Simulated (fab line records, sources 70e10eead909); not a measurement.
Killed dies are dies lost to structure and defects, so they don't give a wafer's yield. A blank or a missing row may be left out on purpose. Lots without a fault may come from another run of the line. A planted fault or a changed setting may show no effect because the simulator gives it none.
Chamber matching | flow nand_harc | NHARC_A_CHANNEL_FILL_D2_STRIP_28 on rie_diel-04: 4 sister chambers
The step strips in O2, time 20 s. 8 wafers are shown with their chamber, then 8 later ones without.

WAFERS WITH THEIR CHAMBER
wafer  | chamber | drypump_motor_current_A (A) | oes_product_au (a.u.)
L998.1 | 0       | 5.3                         | 0.998
L100.4 | 0       | 5.3                         | 0.996
L100.6 | 1       | 6.0                         | 0.995
L103.1 | 1       | 6.0                         | 0.999
L103.4 | 3       | 5.1                         | 1.011
L112.5 | 3       | 5.2                         | 1.013
L112.6 | 2       | 5.7                         | 1.000
L116.1 | 2       | 5.7                         | 0.986

WAFERS WITHOUT THEIR CHAMBER
wafer  | drypump_motor_current_A (A) | oes_product_au (a.u.)
L116.2 | 6.0                         | 0.994
L116.3 | 5.1                         | 1.005
L118.3 | 6.0                         | 1.006
L118.4 | 5.3                         | 1.020
L118.5 | 5.3                         | 1.009
L120.2 | 6.0                         | 0.988
L120.4 | 5.2                         | 1.003
L120.6 | 6.0                         | 0.992

WHICH CHAMBER EACH WENT THROUGH
wafer  | from the rows above     | in truth
L116.2 | 1                       | 1
L116.3 | 3                       | 3
L118.3 | 1                       | 1
L118.4 | can't be placed: 0 or 3 | 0
L118.5 | can't be placed: 0 or 3 | 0
L120.2 | 1                       | 1
L120.4 | can't be placed: 3 or 0 | 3
L120.6 | 1                       | 1
Placed correctly: 5 of 8. Can't be placed from these rows: 3 (the true chamber is among the candidates in 3). Placed wrongly: 0.
How it was worked out, from the rows above alone: a wafer's distance from a chamber is the root of the sum, over the readings, of the square of ((its reading less the chamber's mean) divided by the reading's scatter). The wafer belongs to the nearest chamber; if the next one is less than 2 further off, it can't be placed. A chamber's mean is the mean of its shown wafers. The scatter: the root of (the sum of the squares of (reading less its chamber's mean) over the shown wafers, divided by (wafers less chambers)).
